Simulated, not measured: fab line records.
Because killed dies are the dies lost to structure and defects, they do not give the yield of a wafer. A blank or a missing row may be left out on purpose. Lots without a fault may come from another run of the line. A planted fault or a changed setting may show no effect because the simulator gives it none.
Chamber matching ; flow n5 finfet ; rie diel-04 running N5_BEOL_M5_ETCH_75: 4 sister chambers
The step etches underlayer in N2/H2, target depth 6.5 nm, time 5.2 s. 14 wafers are shown with their chamber, then 7 later ones without.

## WAFERS WITH THEIR CHAMBER
wafer;chamber;showerhead plenum p Torr (Torr);throttle valve pct (%);rf vpp V (V)
L075.2;3;2.51;18.1;523.4
L075.4;1;2.65;17.8;529.8
L075.6;0;2.52;18.1;523.9
L076.1;1;2.65;17.8;526.1
L076.2;0;2.52;18.1;523.4
L076.4;2;2.50;18.1;522.9
L082.2;0;2.51;18.2;523.8
L082.4;2;2.49;17.7;522.3
L082.6;0;2.51;18.1;521.6
L085.1;2;2.49;17.7;523.6
L085.3;1;2.64;17.8;526.6
L085.5;3;2.51;18.1;522.6
L086.2;1;2.64;17.8;525.2
L086.3;0;2.51;18.2;523.1

SIGNATURES, as means of the wafers listed above
reading;chamber 0;chamber 1;chamber 2;chamber 3;scatter within a chamber
showerhead plenum p Torr;2.5140;2.6450;2.4933;2.5100;0.00535
throttle valve pct;18.140;17.800;17.833;18.100;0.109
rf vpp V;523.160;526.925;522.933;523.000;1.29
Rule: distance of a wafer from a chamber = root of the sum over the readings of ((wafer's reading minus chamber's mean) / reading's scatter) squared. If the next closest chamber is less than 2 further off than the closest, the wafer can't be placed; otherwise it belongs to the closest. The scatter: the root of (the sum of the squares of (reading less its chamber's mean) over the shown wafers, divided by (wafers less chambers)).

## WAFERS WITH NO CHAMBER GIVEN
wafer;showerhead plenum p Torr (Torr);throttle valve pct (%);rf vpp V (V)
L086.6;2.49;17.7;522.0
L090.1;2.49;17.7;523.0
L090.3;2.51;18.2;521.4
L090.4;2.64;17.8;527.4
L088.2;2.50;18.1;522.6
L088.3;2.49;17.7;522.4
L088.5;2.49;17.7;524.0

## THE CHAMBER EACH PASSED THROUGH
wafer;from the rows above;in truth
L086.6;2;2
L090.1;2;2
L090.3;can't be placed: 3 or 0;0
L090.4;1;1
L088.2;can't be placed: 3 or 0 or 2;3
L088.3;2;2
L088.5;2;2
Placed correctly: 5 of 7. Unplaceable from these rows: 2, with the true chamber sitting among the candidates in 2. Placed wrongly: 0.
